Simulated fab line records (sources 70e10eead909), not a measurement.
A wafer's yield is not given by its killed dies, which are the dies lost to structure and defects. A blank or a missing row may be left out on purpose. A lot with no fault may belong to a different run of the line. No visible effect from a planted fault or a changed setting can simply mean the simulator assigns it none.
Problem report, 8D (eight disciplines) form, completed by code	flow nandHarc	the parts of the form that need people (team, actions taken, sign-off) are left out

1. WHAT WENT WRONG
Wafers without a fault read 80.1 nm, standard deviation 0.61; cdNm at NHARC_A_M0_CD_MEAS_09 reads a mean of 93.8 nm on 6 wafers belonging to 2 lots. That is +23 standard deviations from the usual mean.
The step: target cd 80 nm.
First observed at day 27 18:28: wafer L857.1, on cdSem-03. Wafers with a number at this step in the record: 36, from 12 lots. By rule, "out" or "out of limits" means more than 4 standard deviations away from the usual mean. Any other wafer with a number is counted as sound.

2. WHAT IT IS, WHAT IT ISN'T
question	is	is not
which readings at this step	cdNm	-
which lots	L857, L860	L846, L848, L851, L852, L853, L858, L865, L866, L867, L868
which wafers of those lots	all that have a number	-
read on which gauges	cdSem-01, cdSem-03	cdSem-02
when	from day 27 18:28	up to then (15 sound wafers); but 15 sound wafers of L858, L865, L866, L867, L868 came after

3. SUSPECTS, AND WHAT RULES EACH OUT
Counting: any tool at a process step up to the reading is kept as a suspect provided that every lot that is out went through it and no sound lot did after the first of them.
- the gauge at NHARC_A_M0_CD_MEAS_09 has been ruled out. The wafers that are out were read on 2 gauges (cdSem-01, cdSem-03).
- rieDiel-09 at NHARC_A_BLC_ETCH_17 (etches the open film in N2/H2, target depth 390 nm, time 609.38 s): ruled out as a lasting fault. After its first lot that is out, L857 (day 27 17:20), sound lots L866, L865, L867, L868 ran on it. Because NHARC_A_BLC_ETCH_17 lacks a start for some lots, the hours and order of its lots are taken from NHARC_A_BLC_CMP_25.
- lithoTrack-04 at NHARC_A_M0_PEB_07 (peb time 65 s): ruled out as a lasting fault. After its first lot that is out, L857 (day 27 18:23), sound lots L865, L867 ran on it.
Left after counting: nothing in the record.

4. THE CAUSE (what the simulator had put in)
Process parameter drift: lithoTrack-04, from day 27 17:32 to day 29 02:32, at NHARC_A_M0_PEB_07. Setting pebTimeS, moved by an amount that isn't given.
Counting ruled it out, wrongly: the rule takes a fault to strike every lot that its tool runs from its start on, and this one did not.

5. THE CHAIN OF EFFECTS, in route order
Rows list readings where the struck wafers' mean (over those with a number) sits beyond 3 standard deviations from the usual. Scope: only readings with a usual standard deviation given in the record; hours: median across lots of the time from each lot's start at the first step in this table that gives one to its start at this step; sigmas: change in usual standard deviations.
hours	step	reading	usual	on struck wafers	change	sigmas
0	NHARC_A_M0_CD_MEAS_09	cdNm	80.1 nm	93.8	+13.7	+23
Later measuring or inspecting steps at which every struck wafer that the step has a row for has a number for every such reading, and none has moved that far: NHARC_END_SORT_01.

6. WHAT WOULD HAVE CAUGHT IT SOONER
In this record the first reading out of limits at a measuring or inspecting step was taken at day 27 18:28, 1 hour after the fault began at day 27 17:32.
No tool reading at NHARC_A_M0_PEB_07 that has a usual standard deviation in the record was out on any struck wafer, so an alarm limit of 4 standard deviations on those readings would not have fired.
